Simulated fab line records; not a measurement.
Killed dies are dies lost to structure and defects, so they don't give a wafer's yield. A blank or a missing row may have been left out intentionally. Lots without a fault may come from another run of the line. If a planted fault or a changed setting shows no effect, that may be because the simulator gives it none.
fab line records	flow n5_finfet	part 1 of 2: steps 1 to 16 of 27
record lots=5	wafers=15	last_day=17
route steps=1938 shown BEOL_M6@1230
lots with no fault: from the same line, run without faults
start_h: hours from the record's first day to the start of the lot's first wafer shown	wait_h: hours elapsed since this lot's preceding step	" unchanged from the row above	L1.1+2: several wafers, shown together as one row	- no value present, or no start provided	* or withheld: withheld	< > ~ a bound
route shown NAME@n: a module of which the file shows steps, and the number in the route of the first	usual: the fault-free wafers' mean and standard deviation	same: alike in all rows	chamber/n: place in a boat	sites: each site's reading	_std_site: how widely they spread, as a standard deviation	_edge_site: outer sites' mean less inner sites'	radius_mm: for every site, how far away it sits from the centre of the wafer	mask NAME#n: copy n	behind: tool/chamber where the wafer was last shaped	hold: why the lot was held/for how many hours/how that ended	device: which transistor (n, p or np) failed to switch	end of line: tests run on the same wafers once the route is complete	where a step has no rows: the recipe by itself	killed: dies lost to structure and defects at the first sort, not the wafer's yield	map: shows each die of a wafer: x if killed, . if not, _ if none is there
set.NAME: the run value of the setting; set.NAME@STEP: its run value at that earlier step	model.NAME: the simulator's own value behind a step, which no gauge read
a table for each step, a row for each wafer; lots at some steps of the route
services: the hour from which a tool's chamber was out of use, counted from the record's first day as start_h (under 0 if before that day), plus the number of hours and why
## steps
# step N5_BEOL_M6_DESCUM_33
# recipe chemistry=O2	time_s=7	source_power_w=50	bias_power_w=20	pressure_mtorr=20	rf_frequency_hz=2.712e+07	temp_c=40	resist=CAR-EUV	o2_flow_sccm=225
# usual bias_power_w=20.01/0.049	drypump_motor_current_A=5.9/0.47	oes_product_au=0.77/0.076	rf_vpp_V=243.2/1.3	showerhead_plenum_p_Torr=2.10/0.075	throttle_valve_pct=20.34/0.24
lot.wafer	tool	chamber	start_h	wait_h	bias_power_w	drypump_motor_current_A	oes_product_au	rf_hours_counter_h	rf_vpp_V	showerhead_plenum_p_Torr	throttle_valve_pct
L076.1	rie_diel-03	0	202.64	0.0	19.98	6.3	0.88	34	241.9	2.05	20.33
L076.3	"	1	"	"	20.00	5.6	0.78	109	243.0	2.20	20.08
L076.6	"	0	"	"	20.00	6.3	0.88	-	242.5	2.05	20.34
L080.1	rie_diel-01	1	225.85	0.1	20.04	6.1	0.70	213	241.2	1.98	20.29
L080.4	"	3	"	"	20.03	5.1	0.79	-	244.5	2.20	20.10
L080.6	"	2	"	"	19.97	5.3	0.81	-	245.3	2.21	20.24
L083.2	rie_diel-03	1	251.18	0.0	20.03	5.7	0.76	126	245.5	2.19	20.11
L083.5	"	0	"	"	20.04	6.3	0.85	-	241.5	2.04	20.36
L083.6	"	3	"	"	19.92	6.3	0.76	-	241.8	2.00	20.32
L092.1	rie_diel-03	2	297.67	0.0	20.04	6.6	0.68	250	243.7	2.14	20.76
L092.4	"	1	"	"	20.01	5.7	0.76	143	242.7	2.19	20.14
L092.5	"	2	"	"	19.97	6.6	0.67	-	244.4	2.14	20.77
L096.1	rie_diel-03	1	318.33	0.1	20.05	5.7	0.75	150	244.8	2.18	20.15
L096.3	"	3	"	"	20.11	6.3	0.74	176	241.9	2.00	20.37
L096.4	"	1	"	"	19.99	5.7	0.74	-	245.5	2.18	20.13
# step N5_BEOL_M6_ETCH_72
# recipe chemistry=N2/H2	target=underlayer	target_depth_a=65	mask_material=CAR-EUV	time_s=5.2	ion_energy_ev=200	pressure_mtorr=30	source_w=840	bias_w=150	n2_flow_sccm=200	h2_flow_sccm=200	ends=cleared
# usual drypump_motor_current_A=5.9/0.47	etch_rf_on_time_s=5.28/0.09	h2_flow_sccm=200.0/0.58	oes_product_au=0.65/0.068	rf_vpp_V=523.8/2.8	showerhead_plenum_p_Torr=2.55/0.09	throttle_valve_pct=17.77/0.29
lot.wafer	tool	chamber	start_h	wait_h	drypump_motor_current_A	etch_rf_on_time_s	h2_flow_sccm	oes_product_au	rf_hours_counter_h	rf_vpp_V	showerhead_plenum_p_Torr	throttle_valve_pct
L076.1	rie_diel-03	0	202.68	0.0	6.3	5.17	199.9	0.77	34	521.3	2.48	17.63
L076.3	"	1	"	"	5.7	5.23	200.0	0.68	109	528.3	2.66	17.39
L076.6	"	0	"	"	6.3	5.20	199.2	0.75	-	523.2	2.48	17.63
L080.1	rie_diel-01	1	225.89	0.0	6.1	5.39	200.5	0.60	213	521.2	2.41	17.73
L080.4	"	3	"	"	5.1	5.37	199.9	0.67	-	522.8	2.69	17.68
L080.6	"	2	"	"	5.4	5.21	199.2	0.69	-	526.7	2.68	17.66
L083.2	rie_diel-03	1	251.21	0.0	5.7	5.11	199.5	0.66	126	528.3	2.65	17.42
L083.5	"	0	"	"	6.3	5.11	199.6	0.74	-	521.2	2.47	17.65
L083.6	"	3	"	"	6.3	5.11	199.0	0.66	-	517.5	2.43	17.68
L092.1	rie_diel-03	2	297.70	0.0	6.6	5.48	200.0	0.57	250	525.6	2.61	18.33
L092.4	"	1	"	"	5.7	5.33	200.9	0.64	143	526.4	2.64	17.41
L092.5	"	2	"	"	6.6	5.39	199.5	0.57	-	525.0	2.61	18.31
L096.1	rie_diel-03	1	318.37	0.0	5.7	5.28	200.1	0.64	150	526.7	2.64	17.43
L096.3	"	3	"	"	6.3	5.18	199.8	0.63	176	520.2	2.42	17.74
L096.4	"	1	"	"	5.7	5.25	200.6	0.64	-	527.9	2.64	17.45
# step N5_BEOL_M6_ETCH_65
# recipe chemistry=CF4	target=SiARC	target_depth_a=156	mask_material=CAR-EUV	time_s=26	ion_energy_ev=80	pressure_mtorr=40	source_w=545	bias_w=36	Ar_flow_sccm=100	cf4_flow_sccm=100	ends=cleared
# usual drypump_motor_current_A=5.9/0.47	etch_rf_on_time_s=26.3/0.39	oes_product_au=0.65/0.067	rf_vpp_V=184.1/1	showerhead_plenum_p_Torr=2.15/0.073	throttle_valve_pct=15.57/0.26
lot.wafer	tool	chamber	start_h	wait_h	drypump_motor_current_A	etch_rf_on_time_s	oes_product_au	rf_hours_counter_h	rf_vpp_V	showerhead_plenum_p_Torr	throttle_valve_pct
L076.1	rie_diel-03	0	202.70	0.0	6.3	25.8	0.76	34	182.7	2.10	15.48
L076.3	"	1	"	"	5.6	26.4	0.67	109	185.0	2.25	15.31
L076.6	"	0	"	"	6.3	26.3	0.75	-	183.1	2.10	15.46
L080.1	rie_diel-01	1	225.90	0.0	6.1	26.7	0.60	213	182.9	2.04	15.59
L080.4	"	3	"	"	5.1	26.4	0.68	-	184.1	2.25	15.32
L080.6	"	2	"	"	5.4	25.9	0.69	-	185.4	2.25	15.39
L083.2	rie_diel-03	1	251.23	0.0	5.7	25.9	0.66	126	185.1	2.24	15.35
L083.5	"	0	"	"	6.3	25.7	0.74	-	182.9	2.09	15.51
L083.6	"	3	"	"	6.3	25.7	0.65	-	183.4	2.06	15.56
L092.1	rie_diel-03	2	297.72	0.0	6.6	26.7	0.58	250	183.7	2.20	16.03
L092.4	"	1	"	"	5.7	26.5	0.64	143	185.3	2.24	15.38
L092.5	"	2	"	"	6.6	26.9	0.58	-	184.5	2.20	16.04
L096.1	rie_diel-03	1	318.38	0.0	5.6	26.3	0.64	150	184.8	2.23	15.40
L096.3	"	3	"	"	6.3	26.1	0.63	176	183.7	2.05	15.60
L096.4	"	1	"	"	5.7	26.2	0.64	-	185.2	2.23	15.38
# step N5_BEOL_M6_ETCH_66
# recipe chemistry=N2/H2	target=SOC	target_depth_a=800	overetch_a=160	mask_material=SiARC	temp_c=40	time_s=120	ion_energy_ev=200	pressure_mtorr=30	source_w=840	bias_w=150	n2_flow_sccm=200	h2_flow_sccm=200
# usual drypump_motor_current_A=5.9/0.47	h2_flow_sccm=200.0/0.67	oes_product_au=0.59/0.057	rf_vpp_V=524.1/2.7	showerhead_plenum_p_Torr=2.55/0.09	throttle_valve_pct=17.73/0.29
lot.wafer	tool	chamber	start_h	wait_h	drypump_motor_current_A	h2_flow_sccm	oes_product_au	rf_hours_counter_h	rf_vpp_V	showerhead_plenum_p_Torr	throttle_valve_pct
L076.1	rie_diel-03	0	202.72	0.0	6.3	200.8	0.68	35	522.7	2.48	17.58
L076.3	"	1	"	"	5.7	200.4	0.60	109	527.1	2.66	17.34
L076.6	"	0	"	"	6.3	199.5	0.68	-	523.8	2.48	17.57
L080.1	rie_diel-01	1	225.93	0.0	6.1	200.0	0.55	213	520.3	2.41	17.68
L080.4	"	3	"	"	5.1	199.7	0.61	-	527.0	2.69	17.64
L080.6	"	2	"	"	5.4	200.4	0.61	-	527.6	2.68	17.60
L083.2	rie_diel-03	1	251.26	0.0	5.7	200.4	0.59	126	527.3	2.65	17.37
L083.5	"	0	"	"	6.3	200.9	0.65	-	521.7	2.47	17.62
L083.6	"	3	"	"	6.3	201.3	0.58	-	520.3	2.43	17.66
L092.1	rie_diel-03	2	297.75	0.0	6.6	200.1	0.52	250	524.2	2.61	18.27
L092.4	"	1	"	"	5.6	201.5	0.58	143	527.2	2.64	17.39
L092.5	"	2	"	"	6.6	200.1	0.52	-	526.3	2.61	18.28
L096.1	rie_diel-03	1	318.41	0.0	5.7	200.9	0.58	150	527.0	2.64	17.42
L096.3	"	3	"	"	6.3	199.2	0.57	176	519.9	2.42	17.69
L096.4	"	1	"	"	5.6	199.6	0.58	-	528.2	2.64	17.41
# step N5_BEOL_M6_STRIP_69
# recipe chemistry=N2/H2	temp_c=40	n2_flow_sccm=200	h2_flow_sccm=200	rf_frequency_hz=6e+07
lot.wafer	tool	chamber	start_h	wait_h
L076.1+3+6	rie_diel-03	0,1,0	202.80	0.0
L080.1+4+6	rie_diel-01	1,3,2	226.01	0.0
L083.2+5+6	rie_diel-03	1,0,3	251.34	0.0
L092.1+4+5	rie_diel-03	2,1,2	297.83	0.0
L096.1+3+4	rie_diel-03	1,3,1	318.49	0.0
# step N5_BEOL_M6_STRIP_73
# recipe chemistry=N2/H2	temp_c=40	n2_flow_sccm=200	h2_flow_sccm=200	rf_frequency_hz=6e+07
lot.wafer	tool	chamber	start_h	wait_h
L076.1+3+6	rie_diel-03	0,1,0	202.81	0.0
L080.1+4+6	rie_diel-01	1,3,2	226.02	0.0
L083.2+5+6	rie_diel-03	1,0,3	251.35	0.0
L092.1+4+5	rie_diel-03	2,1,2	297.84	0.0
L096.1+3+4	rie_diel-03	1,3,1	318.50	0.0
# step N5_BEOL_M6_VIA_ETCH_34
# recipe chemistry=C4F6/O2	target=SiCOH_lowk	target_depth_a=1263	mask_material=SOC	taper_deg=4	time_s=50.9	ion_energy_ev=250	pressure_mtorr=30	source_w=345	bias_w=185	Ar_flow_sccm=300	C4F6_flow_sccm=10	O2_flow_sccm=10
# usual drypump_motor_current_A=5.9/0.47	oes_product_au=0.76/0.078	rf_vpp_V=662/5.8	showerhead_plenum_p_Torr=2.86/0.097	throttle_valve_pct=20.81/0.25
lot.wafer	tool	chamber	start_h	wait_h	drypump_motor_current_A	oes_product_au	rf_hours_counter_h	rf_vpp_V	showerhead_plenum_p_Torr	throttle_valve_pct
L076.1	rie_diel-03	0	202.82	0.0	6.3	0.89	35	652	2.78	20.73
L076.3	"	1	"	"	5.6	0.79	109	668	2.99	20.57
L076.6	"	0	"	"	6.3	0.88	-	653	2.78	20.75
L080.1	rie_diel-01	1	226.03	0.0	6.1	0.70	214	661	2.72	20.82
L080.4	"	3	"	"	5.2	0.78	-	666	2.99	20.59
L080.6	"	2	"	"	5.4	0.81	-	670	3.00	20.68
L083.2	rie_diel-03	1	251.36	0.0	5.7	0.76	126	666	2.98	20.61
L083.5	"	0	"	"	6.3	0.86	-	653	2.77	20.77
L083.6	"	3	"	"	6.3	0.75	-	660	2.73	20.83
L092.1	rie_diel-03	2	297.85	0.0	6.6	0.67	250	664	2.91	21.25
L092.4	"	1	"	"	5.7	0.76	143	666	2.98	20.63
L092.5	"	2	"	"	6.6	0.67	-	665	2.91	21.26
L096.1	rie_diel-03	1	318.51	0.0	5.7	0.74	150	664	2.97	20.64
L096.3	"	3	"	"	6.3	0.74	176	659	2.72	20.85
L096.4	"	1	"	"	5.7	0.74	-	666	2.97	20.64
# step N5_BEOL_M6_STRIP_76
# recipe chemistry=C4F6/O2	resist=SiARC	rf_frequency_hz=6e+07
lot.wafer	tool	chamber	start_h	wait_h
L076.1+3+6	rie_diel-03	0,1,0	202.87	0.0
L080.1+4+6	rie_diel-01	1,3,2	226.07	0.0
L083.2+5+6	rie_diel-03	1,0,3	251.40	0.0
L092.1+4+5	rie_diel-03	2,1,2	297.89	0.0
L096.1+3+4	rie_diel-03	1,3,1	318.55	0.0
# step N5_BEOL_M6_STRIP_36
# recipe chemistry=N2/H2	power_w=450	temp_c=40	pressure_mtorr=20	rf_frequency_hz=6e+07	overash_fraction=0.3	bias_power_w=7	h2_frac=0.5	n2_flow_sccm=200	h2_flow_sccm=200
# usual bias_power_w=7.002/0.02	drypump_motor_current_A=5.9/0.47	h2_flow_sccm=200.1/0.57	oes_product_au=0.77/0.078	rf_vpp_V=59.0/1.2	showerhead_plenum_p_Torr=2.54/0.091	throttle_valve_pct=23.5/0.35
lot.wafer	tool	chamber	start_h	wait_h	bias_power_w	drypump_motor_current_A	h2_flow_sccm	oes_product_au	rf_hours_counter_h	rf_vpp_V	showerhead_plenum_p_Torr	throttle_valve_pct
L076.1	rie_diel-03	0	202.88	0.0	6.987	6.3	200.4	0.89	35	58.5	2.47	23.3
L076.3	"	1	"	"	6.981	5.7	199.0	0.78	109	56.8	2.65	23.0
L076.6	"	0	"	"	6.981	6.3	199.5	0.89	-	58.8	2.47	23.3
L080.1	rie_diel-01	1	226.08	0.0	7.010	6.1	199.5	0.71	214	58.7	2.41	23.3
L080.4	"	3	"	"	7.005	5.1	200.1	0.80	-	60.2	2.68	23.5
L080.6	"	2	"	"	6.973	5.4	200.3	0.81	-	62.3	2.68	23.5
L083.2	rie_diel-03	1	251.41	0.0	6.984	5.7	199.5	0.77	126	58.5	2.65	23.1
L083.5	"	0	"	"	7.015	6.3	199.3	0.88	-	58.8	2.47	23.4
L083.6	"	3	"	"	6.997	6.2	199.0	0.77	-	61.6	2.43	23.3
L092.1	rie_diel-03	2	297.90	0.0	6.987	6.6	199.8	0.66	250	58.8	2.60	24.2
L092.4	"	1	"	"	7.004	5.7	199.5	0.75	143	59.4	2.64	23.1
L092.5	"	2	"	"	7.012	6.6	199.6	0.68	-	59.3	2.60	24.2
L096.1	rie_diel-03	1	318.56	0.0	6.991	5.7	199.9	0.75	150	60.2	2.64	23.1
L096.3	"	3	"	"	6.995	6.3	200.0	0.74	176	58.4	2.42	23.3
L096.4	"	1	"	"	7.015	5.6	200.3	0.75	-	57.5	2.64	23.0
# step N5_BEOL_M6_TRENCH_ETCH_37
# recipe chemistry=C4F6/O2	target_depth_a=944.35	target=SiCOH_lowk	time_s=31.5	ion_energy_ev=250	pressure_mtorr=30	source_w=345	bias_w=185	Ar_flow_sccm=300	C4F6_flow_sccm=10	O2_flow_sccm=10
# usual drypump_motor_current_A=5.9/0.47	oes_product_au=0.77/0.078	rf_vpp_V=662/5.8	showerhead_plenum_p_Torr=2.86/0.097	throttle_valve_pct=20.85/0.25
lot.wafer	tool	chamber	start_h	wait_h	drypump_motor_current_A	oes_product_au	rf_hours_counter_h	rf_vpp_V	showerhead_plenum_p_Torr	throttle_valve_pct
L076.1	rie_diel-03	0	-	-	6.3	0.89	35	652	2.78	20.77
L076.3	"	1	"	"	5.7	0.78	109	666	2.99	20.62
L076.6	"	0	"	"	6.3	0.88	-	654	2.78	20.79
L080.1	rie_diel-01	1	-	-	6.1	0.71	214	661	2.72	20.84
L080.4	"	3	"	"	5.1	0.79	-	668	2.99	20.60
L080.6	"	2	"	"	5.4	0.80	-	671	3.00	20.71
L083.2	rie_diel-03	1	-	-	5.7	0.77	126	666	2.98	20.64
L083.5	"	0	"	"	6.3	0.87	-	654	2.77	20.81
L083.6	"	3	"	"	6.3	0.76	-	663	2.73	20.84
L092.1	rie_diel-03	2	-	-	6.6	0.67	250	666	2.91	21.29
L092.4	"	1	"	"	5.6	0.75	143	666	2.97	20.67
L092.5	"	2	"	"	6.6	0.68	-	667	2.91	21.28
L096.1	rie_diel-03	1	-	-	5.7	0.74	150	666	2.97	20.65
L096.3	"	3	"	"	6.2	0.74	176	659	2.72	20.87
L096.4	"	1	"	"	5.7	0.75	-	666	2.97	20.66
# step N5_BEOL_M6_ETCH_41
# recipe chemistry=CH3F/O2	target=SiCN	target_depth_a=297	taper_deg=2	time_s=52	ion_energy_ev=120	mask_material=TiN	pressure_mtorr=30	source_w=395	bias_w=75	Ar_flow_sccm=150	CH3F_flow_sccm=30	O2_flow_sccm=20
# usual drypump_motor_current_A=5.9/0.47	oes_product_au=0.76/0.079	rf_vpp_V=297.4/1.8	showerhead_plenum_p_Torr=2.01/0.071	throttle_valve_pct=16.26/0.25
lot.wafer	tool	chamber	start_h	wait_h	drypump_motor_current_A	oes_product_au	rf_hours_counter_h	rf_vpp_V	showerhead_plenum_p_Torr	throttle_valve_pct
L076.1	rie_diel-03	0	-	-	6.3	0.89	35	295.3	1.95	16.16
L076.3	"	1	"	"	5.7	0.79	109	300.1	2.11	16.02
L076.6	"	0	"	"	6.3	0.88	-	296.1	1.95	16.14
L080.1	rie_diel-01	1	-	-	6.1	0.69	214	294.7	1.90	16.30
L080.4	"	3	"	"	5.1	0.79	-	299.9	2.10	16.02
L080.6	"	2	"	"	5.4	0.80	-	299.7	2.11	16.10
L083.2	rie_diel-03	1	-	-	5.7	0.76	126	299.1	2.10	16.05
L083.5	"	0	"	"	6.3	0.86	-	294.8	1.95	16.18
L083.6	"	3	"	"	6.3	0.76	-	295.7	1.92	16.28
L092.1	rie_diel-03	2	-	-	6.6	0.68	250	299.0	2.05	16.72
L092.4	"	1	"	"	5.7	0.76	143	298.7	2.09	16.09
L092.5	"	2	"	"	6.6	0.67	-	297.9	2.05	16.70
L096.1	rie_diel-03	1	-	-	5.7	0.75	150	300.6	2.09	16.10
L096.3	"	3	"	"	6.3	0.74	176	295.5	1.91	16.34
L096.4	"	1	"	"	5.7	0.74	-	298.5	2.09	16.10
# step N5_BEOL_M6_STRIP_80
# recipe chemistry=N2/H2	time_s=10	power_w=450	temp_c=40	pressure_mtorr=20	rf_frequency_hz=6e+07	bias_power_w=7	n2_flow_sccm=200	h2_flow_sccm=200
# usual bias_power_w=6.996/0.019	drypump_motor_current_A=5.9/0.47	h2_flow_sccm=200.0/0.62	oes_product_au=0.77/0.078	rf_vpp_V=59.2/0.86	showerhead_plenum_p_Torr=2.54/0.09	throttle_valve_pct=23.5/0.35
lot.wafer	tool	chamber	start_h	wait_h	bias_power_w	drypump_motor_current_A	h2_flow_sccm	oes_product_au	rf_hours_counter_h	rf_vpp_V	showerhead_plenum_p_Torr	throttle_valve_pct
L076.1	rie_diel-03	0	-	-	7.002	6.3	199.6	0.89	35	59.4	2.47	23.4
L076.3	"	1	"	"	7.025	5.7	199.7	0.79	109	61.0	2.65	23.0
L076.6	"	0	"	"	7.047	6.3	200.9	0.90	-	58.5	2.47	23.3
L080.1	rie_diel-01	1	-	-	6.996	6.1	200.3	0.71	214	58.9	2.41	23.3
L080.4	"	3	"	"	7.021	5.1	200.2	0.80	-	60.4	2.68	23.6
L080.6	"	2	"	"	6.980	5.4	199.9	0.81	-	60.1	2.68	23.5
L083.2	rie_diel-03	1	-	-	7.008	5.7	199.8	0.76	126	61.3	2.65	23.0
L083.5	"	0	"	"	6.985	6.3	199.4	0.85	-	58.9	2.47	23.4
L083.6	"	3	"	"	6.989	6.3	200.8	0.75	-	59.2	2.43	23.3
L092.1	rie_diel-03	2	-	-	6.960	6.6	200.5	0.67	250	59.8	2.60	24.2
L092.4	"	1	"	"	6.991	5.7	198.7	0.76	143	59.5	2.64	23.1
L092.5	"	2	"	"	6.991	6.6	201.0	0.68	-	59.6	2.60	24.2
L096.1	rie_diel-03	1	-	-	6.978	5.7	199.5	0.75	150	59.3	2.64	23.1
L096.3	"	3	"	"	6.977	6.3	200.6	0.73	176	59.0	2.42	23.4
L096.4	"	1	"	"	7.014	5.7	199.4	0.74	-	59.5	2.64	23.1
# step N5_BEOL_M6_OCD_MEAS_38
# usual trench_depth_nm=93.3/1.1
lot.wafer	tool	chamber	start_h	wait_h	trench_depth_nm
L076.1	ocd-02	-	203.07	-	94.5
L076.3	"	-	"	"	93.5
L076.6	"	-	"	"	94.1
L080.1	ocd-02	-	226.28	-	92.2
L080.4	"	-	"	"	93.0
L080.6	"	-	"	"	94.4
L083.2	ocd-02	-	251.60	-	94.3
L083.5	"	-	"	"	94.9
L083.6	"	-	"	"	94.4
L092.1	ocd-01	-	298.10	-	91.6
L092.4	"	-	"	"	93.1
L092.5	"	-	"	"	92.2
L096.1	ocd-01	-	318.76	-	93.2
L096.3	"	-	"	"	94.2
L096.4	"	-	"	"	93.1
# step N5_BEOL_M6_HM_STRIP_39
# recipe chemistry=peroxide_tin_strip	material=TiN	target_depth_a=250	temp_c=50	time_s=158
lot.wafer	tool	chamber	start_h	wait_h
L076.1+3+6	wet_bench-03	5,6,1	203.10	0.0
L080.1+4+6	wet_bench-04	5,4,3	226.32	0.0
L083.2+5+6	wet_bench-02	0,6,7	251.63	0.0
L092.1+4+5	wet_bench-03	1,7,6	298.13	0.0
L096.1+3+4	wet_bench-04	0,5,7	318.79	0.0
# step N5_BEOL_M6_SRD_40
# recipe time_s=30	temp_c=23	rinse_liquid=diw	dry=ipa_marangoni
lot.wafer	tool	chamber	start_h	wait_h
L076.1+3+6	wet_bench-03	5,6,1	203.15	0.0
L080.1+4+6	wet_bench-04	5,4,3	226.36	0.0
L083.2+5+6	wet_bench-02	0,6,7	251.68	0.0
L092.1+4+5	wet_bench-03	1,7,6	298.18	0.0
L096.1+3+4	wet_bench-04	0,5,7	318.84	0.0
# step N5_BEOL_M6_PRECLEAN_42
# recipe chemistry=residue_remover	time_s=60	temp_c=40
lot.wafer	tool	chamber	start_h	wait_h
L076.1+3+6	wet_bench-03	5,6,1	203.17	0.0
L080.1+4+6	wet_bench-04	5,4,3	226.38	0.0
L083.2+5+6	wet_bench-02	0,6,7	251.70	0.0
L092.1+4+5	wet_bench-03	1,7,6	298.19	0.0
L096.1+3+4	wet_bench-04	0,5,7	318.85	0.0
